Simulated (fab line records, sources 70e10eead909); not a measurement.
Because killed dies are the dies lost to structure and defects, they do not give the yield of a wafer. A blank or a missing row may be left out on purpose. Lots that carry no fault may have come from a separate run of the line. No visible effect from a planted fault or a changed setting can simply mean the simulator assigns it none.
Which of the tools did it? -- flow nand-harc -- Sampling: 11 lots, 33 wafers, 4 of 1302 route steps

WHAT THE GAUGES READ, wafer by wafer
Not one reading of a measure or inspect step in the record can be checked against a usual standard deviation.

EACH LOT AND THE TOOL THAT RAN IT (in order: tool; ch and the chambers of the sampled wafers; start)
lot,NHARC_A_SLIT_DESCUM_14,NHARC_A_SLIT_ETCH_24,NHARC_A_SLIT_ETCH_15,NHARC_A_WL_FILL_ETCHBACK_04
L100,"rie-diel-10 ch 0,1,2, day 20 05:35","rie-diel-10 ch 2,3, day 20 05:40","rie-diel-10 ch 2,3, day 20 19:53 or earlier","rie-metal-01 ch 0,1, day 20 19:53"
L101,"rie-diel-13 ch 1,2,3, day 20 15:46","rie-diel-13 ch 0,1,3, day 20 15:51","rie-diel-13 ch 0,2,3, day 21 06:07 or earlier","rie-metal-02 ch 0,1, day 21 06:07"
L103,"rie-diel-10 ch 0,2,3, day 21 01:33","rie-diel-10 ch 0,1,3, day 21 01:38","rie-diel-10 ch 0,1, day 21 18:23 or earlier","rie-metal-02 ch 0,1, day 21 18:23"
L104,"rie-diel-13 ch 0,1,2, day 21 17:43","rie-diel-13 ch 0,2,3, day 21 18:16","rie-diel-13 ch 1,2,3, day 22 08:28 or earlier","rie-metal-02 ch 0,1, day 22 08:28"
L105,"rie-diel-10 ch 2,3, day 22 06:21","rie-diel-10 ch 1,2,3, day 22 06:26","rie-diel-10 ch 0,2,3, day 22 20:35 or earlier","rie-metal-01 ch 0, day 22 20:35"
L106,"rie-diel-01 ch 1,2,3, day 22 22:24","rie-diel-01 ch 0,2,3, day 22 22:29","rie-diel-01 ch 1,2,3, day 23 13:11 or earlier","rie-metal-03 ch 0,1, day 23 13:11"
L114,"rie-diel-13 ch 0,2,3, day 25 21:55","rie-diel-13 ch 1,2,3, day 25 22:01","rie-diel-13 ch 0,1,2, day 26 16:16 or earlier","rie-metal-01 ch 0,1, day 26 16:16"
L116,"rie-diel-10 ch 2,3, day 27 04:05","rie-diel-10 ch 1,2,3, day 27 04:11","rie-diel-10 ch 1,2,3, day 27 18:31 or earlier","rie-metal-02 ch 0,1, day 27 18:31"
L119,"rie-diel-10 ch 1,2,3, day 27 17:13","rie-diel-10 ch 0,1,3, day 27 17:19","rie-diel-10 ch 0,1,2, day 28 07:43 or earlier","rie-metal-02 ch 0,1, day 28 07:43"
L117,"rie-diel-13 ch 0,2,3, day 27 17:23","rie-diel-13 ch 0,2,3, day 27 17:28","rie-diel-13 ch 0,1,3, day 28 07:29 or earlier","rie-metal-03 ch 0,1, day 28 07:29"
L121,"rie-diel-13 ch 0,1,2, day 28 20:54","rie-diel-13 ch 0,2,3, day 28 20:59","rie-diel-13 ch 0,1, day 29 10:23 or earlier","rie-metal-02 ch 0,1, day 29 10:23"
- NHARC_A_SLIT_DESCUM_14: chemistry O2, time 3 s.
- NHARC_A_SLIT_ETCH_24: etches the open film in CF4/CHF3, target depth 121 nm, time 60.5 s.
- NHARC_A_SLIT_ETCH_15: etches the open film in O2/COS, target depth 6200 nm, time 1612 s.
- NHARC_A_WL_FILL_ETCHBACK_04: etches the open film in NF3, target depth 60 nm, time 120 s.

AS READ BY THE TOOLS THEMSELVES (means over the sampled wafers that have a number; for cases with no such wafer, the mark the record gives instead)
NHARC_A_SLIT_DESCUM_14. Usual: drypump-motor-current-A 5.9 A, standard deviation 0.46; oes-product-au 1.004 a.u., standard deviation 0.013; rf-vpp-V 57.6 V, standard deviation 0.86; showerhead-plenum-p-Torr 1.87 Torr, standard deviation 0.087; throttle-valve-pct 11.312 %, standard deviation 0.0097.
lot,tool,drypump-motor-current-A (A),oes-product-au (a.u.),rf-vpp-V (V),showerhead-plenum-p-Torr (Torr),throttle-valve-pct (%),flag
L100,rie-diel-10,6.0,0.994,57.4,1.86,11.317,
L101,rie-diel-13,6.2,1.004,57.7,1.79,11.309,
L103,rie-diel-10,5.8,0.995,57.3,1.87,11.300,
L104,rie-diel-13,5.7,1.002,56.8,1.80,11.311,
L105,rie-diel-10,5.8,0.995,58.1,1.89,11.316,
L106,rie-diel-01,6.1,1.010,57.7,1.95,11.312,
L114,rie-diel-13,5.9,1.007,57.5,1.79,11.305,
L116,rie-diel-10,5.8,0.999,57.8,1.93,11.316,
L119,rie-diel-10,5.9,1.006,57.7,1.92,11.312,
L117,rie-diel-13,5.9,1.007,57.6,1.79,11.313,
L121,rie-diel-13,5.7,1.007,57.3,1.80,11.322,

NHARC_A_SLIT_ETCH_24. Usual: chf3-flow-sccm 29.99 sccm, standard deviation 0.094; drypump-motor-current-A 5.9 A, standard deviation 0.44; oes-product-au 0.963 a.u., standard deviation 0.02; rf-vpp-V 369.5 V, standard deviation 2.5; showerhead-plenum-p-Torr 1.54 Torr, standard deviation 0.066; throttle-valve-pct 16.802 %, standard deviation 0.0081.
lot,tool,chf3-flow-sccm (sccm),drypump-motor-current-A (A),oes-product-au (a.u.),rf-vpp-V (V),showerhead-plenum-p-Torr (Torr),throttle-valve-pct (%),flag
L100,rie-diel-10,30.01,5.8,0.967,370.9,1.59,16.797,
L101,rie-diel-13,30.07,5.8,0.968,367.2,1.48,16.808,
L103,rie-diel-10,30.06,5.9,0.956,370.6,1.56,16.800,
L104,rie-diel-13,30.11,5.9,0.929,367.1,1.48,16.801,
L105,rie-diel-10,29.92,5.9,0.956,370.0,1.58,16.800,
L106,rie-diel-01,30.01,5.9,0.960,372.1,1.62,16.794,
L114,rie-diel-13,29.97,6.2,0.955,367.4,1.48,16.800,
L116,rie-diel-10,30.03,5.9,0.971,371.0,1.58,16.804,
L119,rie-diel-10,30.04,5.9,0.971,369.8,1.56,16.799,
L117,rie-diel-13,29.95,5.9,0.971,367.5,1.48,16.803,
L121,rie-diel-13,30.00,5.9,0.958,367.8,1.48,16.798,

NHARC_A_SLIT_ETCH_15. Usual: drypump-motor-current-A 5.9 A, standard deviation 0.46; oes-product-au 1.005 a.u., standard deviation 0.013; rf-vpp-V 313.2 V, standard deviation 2.2; showerhead-plenum-p-Torr 3.06 Torr, standard deviation 0.14; throttle-valve-pct 28.329 %, standard deviation 0.009.
lot,tool,drypump-motor-current-A (A),oes-product-au (a.u.),rf-vpp-V (V),showerhead-plenum-p-Torr (Torr),throttle-valve-pct (%),flag
L100,rie-diel-10,5.8,0.998,314.7,3.15,28.322,
L101,rie-diel-13,5.9,1.004,311.5,2.94,28.329,
L103,rie-diel-10,5.9,1.001,312.4,3.00,28.325,
L104,rie-diel-13,6.2,0.996,311.9,2.93,28.327,
L105,rie-diel-10,5.8,1.010,313.4,3.05,28.327,
L106,rie-diel-01,6.1,1.008,315.6,3.18,28.327,
L114,rie-diel-13,5.7,1.003,311.2,2.94,28.327,
L116,rie-diel-10,5.9,1.001,313.8,3.13,28.330,
L119,rie-diel-10,6.0,1.013,312.9,3.03,28.331,
L117,rie-diel-13,5.8,1.006,311.4,2.94,28.333,
L121,rie-diel-13,5.5,1.013,312.1,2.94,28.326,

NHARC_A_WL_FILL_ETCHBACK_04. Usual: drypump-motor-current-A 5.7 A, standard deviation 0.37; oes-product-au 0.999 a.u., standard deviation 0.0097; run-length-s 141.1 s, standard deviation 0.51.
lot,tool,drypump-motor-current-A (A),oes-product-au (a.u.),run-length-s (s),flag
L100,rie-metal-01,6.0,1.000,141.9,
L101,rie-metal-02,5.8,1.013,140.6,
L103,rie-metal-02,5.8,1.014,141.0,
L104,rie-metal-02,5.8,0.997,140.9,
L105,rie-metal-01,5.9,0.997,141.0,
L106,rie-metal-03,5.6,1.021,141.6,
L114,rie-metal-01,6.0,0.990,132.7,OFF
L116,rie-metal-02,5.8,0.992,140.8,
L119,rie-metal-02,5.4,0.999,141.1,
L117,rie-metal-03,5.6,1.009,141.3,
L121,rie-metal-02,5.4,1.002,140.9,

THE ANSWER, worked out from the rows above alone
Rule: a lot is off if the mean of its wafers that have a number lies more than 3 standard deviations from the usual mean. Also off: a lot with no number at a reading for which 4 or more lots have one. All remaining lots with rows at the step are treated as sound. After the gauges, taken in route order, come the tools' own readings; for these a lot's mean is taken, as printed above. The first step at which some lot is off is used, and at that step the reading that is off furthest; a lot without a number counts as furthest.
Off: L114, at NHARC_A_WL_FILL_ETCHBACK_04 (run-length-s).
A tool fits if, at that step or a process step before it, it ran every lot that is off, and no sound lot after the first of them. NHARC_A_SLIT_ETCH_15: start missing for some lots; hours and lot order therefore follow NHARC_A_WL_FILL_ETCHBACK_04. One fits: rie-metal-01 at NHARC_A_WL_FILL_ETCHBACK_04. Its last sound lot is L105 (day 22 20:35), its first lot that is off L114 (day 26 16:16): a fault that began between those two fits.
The tool's own readings at NHARC_A_WL_FILL_ETCHBACK_04 bear it out: on the lots that are off they differ by more than 5 times the standard deviation of the sound lots' means. run-length-s reads 132.7 s there against 141.1 s on the sound lots.

WHAT THE SIMULATOR HAD INSERTED
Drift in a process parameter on rie-metal-01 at NHARC_A_WL_FILL_ETCHBACK_04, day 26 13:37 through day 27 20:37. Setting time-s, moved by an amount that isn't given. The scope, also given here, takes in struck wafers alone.
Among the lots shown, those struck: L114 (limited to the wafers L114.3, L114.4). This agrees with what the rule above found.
